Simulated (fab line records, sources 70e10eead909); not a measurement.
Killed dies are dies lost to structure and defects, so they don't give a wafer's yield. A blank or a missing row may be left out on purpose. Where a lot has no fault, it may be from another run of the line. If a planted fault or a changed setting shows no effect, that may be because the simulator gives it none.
A struck lot beside a sound one | flow nandHarc | 15 steps out of a route of 1302
Sound: wafers L926.1, L926.4, L926.6. Struck: wafer L921.5 (left out: L921.1, L921.6 of the same lot, which were not struck); the cause appears at the end.
Order at every step that has rows: each side's tool, ch and its chambers, its first start. Under that, the readings that differ: sound wafers | struck wafers | difference of the means | sigmas: that difference in standard deviations of wafers without a fault.
alike: words and numbers the same on both sides, and readings whose means are apart by under 2 such deviations; not compared: readings that were withheld, readings missing a value for some wafer, numbers with overlapping values and no deviation given by the record, and bounds like >300 which may hide the same value.
A row with sigmas, a row that says differs or no value, or rows on one side alone: a step with any of these is where the two part. When numbers do not overlap yet have no deviation, they are printed without sigmas and do not part them. A reading missing from all wafers of one side parts the sides only when that side holds two or more wafers.

first, 5 steps without rows for these wafers: NHARC_A_CHANNEL_HOLE_D1_SOFTBAKE_05 (time 55 s); NHARC_A_CHANNEL_HOLE_D1_EBR_06; NHARC_A_CHANNEL_HOLE_D1_EXPOSE_07 (exposes mask HOLE D1, target cd 100 nm); NHARC_A_CHANNEL_HOLE_D1_PEB_08 (peb time 65 s); NHARC_A_CHANNEL_HOLE_D1_DEVELOP_09 (develop time 35 s).
NHARC_A_CHANNEL_HOLE_D1_CD_MEAS_10: target cd 100 nm.
  sound on cdSem-01 ch 0, day 14 09:53; struck on cdSem-03 ch 0, day 12 19:22
  alike: cdNm
NHARC_A_CHANNEL_HOLE_D1_OVL_MEAS_11:
  struck on overlay-02, day 12 19:27; sound on overlay-01, day 14 09:59
  alike: overlayXNm, overlayYNm
NHARC_A_CHANNEL_HOLE_D1_INSPECT_12:
  struck on defectInspect-01, day 12 19:29; sound on defectInspect-01, day 14 10:01
  alike: rawDefectCount
NHARC_A_CHANNEL_HOLE_D1_DESCUM_15: chemistry O2, time 3 s.
  sound on rieDiel-12 ch 0,1,3, day 14 10:06; struck on rieDiel-05 ch 2, day 12 19:36
reading              | sound                | struck | difference | sigmas
throttleValvePct (%) | 11.301 11.326 11.295 | 11.286 | -0.021     | -2
  alike: drypumpMotorCurrentA, oesProductAu, rfVppV, showerheadPlenumPTorr
  not compared: rfHoursCounterH
NHARC_A_CHANNEL_HOLE_D1_ETCH_38: etches the open film in CF4, target depth 39 nm, time 65 s.
  sound on rieDiel-12 ch 0,2,3, day 14 10:11; struck on rieDiel-05 ch 2, day 12 19:39
  alike: drypumpMotorCurrentA, oesProductAu, rfVppV, runLengthS, showerheadPlenumPTorr, throttleValvePct
  not compared: rfHoursCounterH
NHARC_A_CHANNEL_HOLE_D1_ETCH_39: etches the open film in N2/H2, target depth 260 nm, time 325 s.
  sound on rieDiel-12 ch 0,1; struck on rieDiel-05 ch 3
  alike: drypumpMotorCurrentA, n2FlowSccm, oesProductAu, rfVppV, runLengthS, showerheadPlenumPTorr, throttleValvePct
  not compared: rfHoursCounterH
NHARC_A_CHANNEL_HOLE_D1_ETCH_34: etches the open film in CF4/CHF3, target depth 154 nm, time 77 s.
  sound on rieDiel-12 ch 0,3; struck on rieDiel-05 ch 0
  alike: drypumpMotorCurrentA, oesProductAu, rfVppV, runLengthS, showerheadPlenumPTorr, throttleValvePct
  not compared: rfHoursCounterH
NHARC_A_CHANNEL_HOLE_D1_ETCH_16: etches the open film in O2/COS, target depth 3100 nm, time 806 s.
  sound on rieDiel-12 ch 0,2,3, day 14 10:40; struck on rieDiel-05 ch 0, day 12 20:13
reading        | sound             | struck | difference | sigmas
runLengthS (s) | 827.7 826.9 827.9 | 646.1  | -181.4     | -99 or more
  alike: drypumpMotorCurrentA, oesProductAu, rfVppV, showerheadPlenumPTorr, throttleValvePct
  not compared: rfHoursCounterH
NHARC_A_CHANNEL_HOLE_D1_CD_MEAS_18:
  struck on cdSem-01, day 12 20:40; sound on cdSem-01, day 14 11:11
  alike: cdNm
-- the record jumps here: 16 days lie between the struck wafers' starts before and after (it left off in module A_CHANNEL_HOLE_D1 and takes up again in module END, whose first step shown is number 1302 of the route) --
NHARC_END_SORT_01:
  the record has rows for the struck wafers here (prober-01 ch 0, day 28 14:20) and none for the sound ones

== WHERE THEY PART ==
At NHARC_A_CHANNEL_HOLE_D1_DESCUM_15 first; at NHARC_END_SORT_01 last (within this record only).

WHY: the cause the simulator had injected
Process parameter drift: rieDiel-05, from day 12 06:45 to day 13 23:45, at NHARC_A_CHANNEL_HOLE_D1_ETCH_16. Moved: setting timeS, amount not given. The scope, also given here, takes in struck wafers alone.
